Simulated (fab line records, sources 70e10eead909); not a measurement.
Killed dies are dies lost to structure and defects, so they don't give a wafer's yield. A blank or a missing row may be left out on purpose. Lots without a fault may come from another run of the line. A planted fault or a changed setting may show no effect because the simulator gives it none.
Chamber matching | flow nand_harc | NHARC_A_STAIRCASE_ALD_415 on ald_hk-04: 4 sister chambers
The step deposits SiO2, target thk 30 nm, pulse time 6 s, ald cycles 300. 4 wafers are shown with their chamber, then 10 later ones without.

WAFERS WITH THEIR CHAMBER
wafer  | chamber | heater_power_w (W)
L082.5 | 1       | 473
L086.3 | 3       | 509
L089.2 | 0       | 542
L089.5 | 2       | 408

WAFERS WITHOUT THEIR CHAMBER
wafer  | heater_power_w (W)
L089.6 | 510
L092.1 | 533
L092.4 | 413
L092.5 | 422
L097.2 | 412
L097.3 | 538
L097.4 | 506
L096.2 | 550
L096.3 | 421
L096.6 | 508

WHICH CHAMBER EACH WENT THROUGH
wafer  | from the rows above     | in truth
L089.6 | 3                       | 3
L092.1 | can't be placed: 0 or 3 | 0
L092.4 | 2                       | 2
L092.5 | 2                       | 2
L097.2 | 2                       | 2
L097.3 | 0                       | 0
L097.4 | 3                       | 3
L096.2 | 0                       | 0
L096.3 | 2                       | 2
L096.6 | 3                       | 3
Placed correctly: 9 of 10. Can't be placed from these rows: 1 (the true chamber is among the candidates in 1). Placed wrongly: 0.
How it was worked out, from the rows above alone: a wafer's distance from a chamber is the root of the sum, over the readings, of the square of ((its reading less the chamber's mean) divided by the reading's scatter). The wafer belongs to the nearest chamber; if the next one is less than 2 further off, it can't be placed. A chamber's mean is the mean of its shown wafers. The scatter: with one shown wafer a chamber, the root of the mean of the squares of how far each hidden wafer lies from its nearest shown one.
